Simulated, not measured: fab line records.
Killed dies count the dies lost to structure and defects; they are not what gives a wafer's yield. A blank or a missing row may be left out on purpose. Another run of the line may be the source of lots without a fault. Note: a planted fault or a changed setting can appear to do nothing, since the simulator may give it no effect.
Chamber matching / flow n5Finfet / rieDiel-03 running N5_BEOL_M0_SAQP_STRIP_86: 4 sister chambers
The step strips in N2/H2. 4 wafers are shown with their chamber, then 12 later ones without.

## WAFERS, EACH WITH ITS CHAMBER
wafer=L088.6; chamber=0; showerheadPlenumPTorr (Torr)=3.33
wafer=L092.4; chamber=1; showerheadPlenumPTorr (Torr)=3.34
wafer=L092.5; chamber=3; showerheadPlenumPTorr (Torr)=3.52
wafer=L092.6; chamber=2; showerheadPlenumPTorr (Torr)=3.50

## WAFERS WITH NO CHAMBER GIVEN
wafer=L093.3; showerheadPlenumPTorr (Torr)=3.34
wafer=L093.4; showerheadPlenumPTorr (Torr)=3.50
wafer=L093.5; showerheadPlenumPTorr (Torr)=3.52
wafer=L096.1; showerheadPlenumPTorr (Torr)=3.49
wafer=L096.2; showerheadPlenumPTorr (Torr)=3.34
wafer=L096.3; showerheadPlenumPTorr (Torr)=3.51
wafer=L096.4; showerheadPlenumPTorr (Torr)=3.32
wafer=L096.5; showerheadPlenumPTorr (Torr)=3.34
wafer=L096.6; showerheadPlenumPTorr (Torr)=3.49
wafer=L097.3; showerheadPlenumPTorr (Torr)=3.34
wafer=L097.4; showerheadPlenumPTorr (Torr)=3.51
wafer=L097.6; showerheadPlenumPTorr (Torr)=3.34

## THE CHAMBER EACH PASSED THROUGH
wafer=L093.3; from the rows above=can't be placed: 1 or 0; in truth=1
wafer=L093.4; from the rows above=2; in truth=2
wafer=L093.5; from the rows above=3; in truth=3
wafer=L096.1; from the rows above=2; in truth=2
wafer=L096.2; from the rows above=can't be placed: 1 or 0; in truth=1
wafer=L096.3; from the rows above=can't be placed: 2 or 3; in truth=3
wafer=L096.4; from the rows above=can't be placed: 0 or 1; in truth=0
wafer=L096.5; from the rows above=can't be placed: 1 or 0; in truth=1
wafer=L096.6; from the rows above=2; in truth=2
wafer=L097.3; from the rows above=can't be placed: 1 or 0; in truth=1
wafer=L097.4; from the rows above=can't be placed: 2 or 3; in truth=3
wafer=L097.6; from the rows above=can't be placed: 1 or 0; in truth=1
Placed correctly: 4 of 12. Cannot be placed on the basis of these rows: 8; the candidates contain the true chamber in 8. Placed wrongly: 0.
How it was worked out, from the rows above alone: a wafer's distance from a chamber is the root of the sum, over the readings, of the square of ((its reading less the chamber's mean) divided by the reading's scatter). If the next closest chamber is less than 2 further off than the closest, the wafer can't be placed; otherwise it belongs to the closest. For every chamber, the mean is computed from those of its wafers that are shown. The scatter (one wafer shown for each chamber): square how far every hidden wafer sits from the nearest shown wafer, average those squares and take the square root.
